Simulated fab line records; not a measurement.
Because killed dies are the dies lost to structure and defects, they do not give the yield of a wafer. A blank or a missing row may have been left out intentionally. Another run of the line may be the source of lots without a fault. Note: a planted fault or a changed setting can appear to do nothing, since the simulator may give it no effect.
Which of the tools did it? ; flow nandHarc ; Sampling: 12 lots, 36 wafers, 2 of 1159 route steps

== WHAT THE GAUGES SHOWED, per wafer ==
NHARC_A_CONTACT_CD_MEAS_53.
lot;measured;on;cdNm (nm)
L076;day 16 12:02;cdSem-02;190.2 189.2 189.6
L079;day 17 14:32;cdSem-03;190.0 190.0 190.4
L077;day 17 21:35;cdSem-02;187.2 188.3 187.9
L081;day 18 08:29;cdSem-01;189.3 189.5 189.3
L082;day 18 20:49;cdSem-02;190.1 190.3 189.3
L085;day 19 12:40;cdSem-03;190.6 189.7 190.2
L086;day 20 00:26;cdSem-02;190.2 190.1 189.8
L087;day 20 11:46;cdSem-03;189.4 189.1 189.6
L091;day 20 17:19;cdSem-01;189.3 189.1 189.5
L094;day 21 11:40;cdSem-01;189.8 189.1 189.7
L095;day 21 16:45;cdSem-02;188.8 188.6 188.6
L097;day 22 16:34;cdSem-02;188.8 190.4 190.1

== TOOL THAT RAN EACH LOT (tool first, then ch and the chambers of the sampled wafers, then the start) ==
lot;NHARC_A_CONTACT_ETCH_90
L076;rieDiel-09 ch 0,1,2, day 16 11:49
L079;rieDiel-09 ch 0,1,2, day 17 14:20
L077;rieDiel-09 ch 1,2, day 17 21:22
L081;rieDiel-09 ch 0,2, day 18 08:14
L082;rieDiel-02 ch 1,2,3, day 18 20:36
L085;rieDiel-03 ch 0,2,3, day 19 12:26
L086;rieDiel-02 ch 0,2, day 20 00:13
L087;rieDiel-09 ch 0,1,2, day 20 11:34
L091;rieDiel-09 ch 0,1, day 20 17:06
L094;rieDiel-09 ch 1,2, day 21 11:26
L095;rieDiel-09 ch 0,1,2, day 21 16:34
L097;rieDiel-09 ch 0,1,2, day 22 16:20
- NHARC_A_CONTACT_ETCH_90: etches the open film in CH3F/O2, target depth 40 nm, time 85.7 s.

== THE ANSWER, worked out from the rows above alone ==
Rule: the usual values come from the lots themselves. Put in order of their means at a reading, lots are off if they are a third of the lots or fewer, leave a main group of 4 or more, and stand apart from it by a gap of 3 or more times the standard deviation of the main group's means; of several such gaps the widest counts. A main group is skipped when, at the precision printed for the reading in the tables above, its means are all equal. A lot without any number at a reading at which 4 lots or more have one is off too. All remaining lots with rows at the step are treated as sound.
No lot is off at any reading shown: from this, nothing can be told.

== WHAT THE SIMULATOR HAD PUT IN ==
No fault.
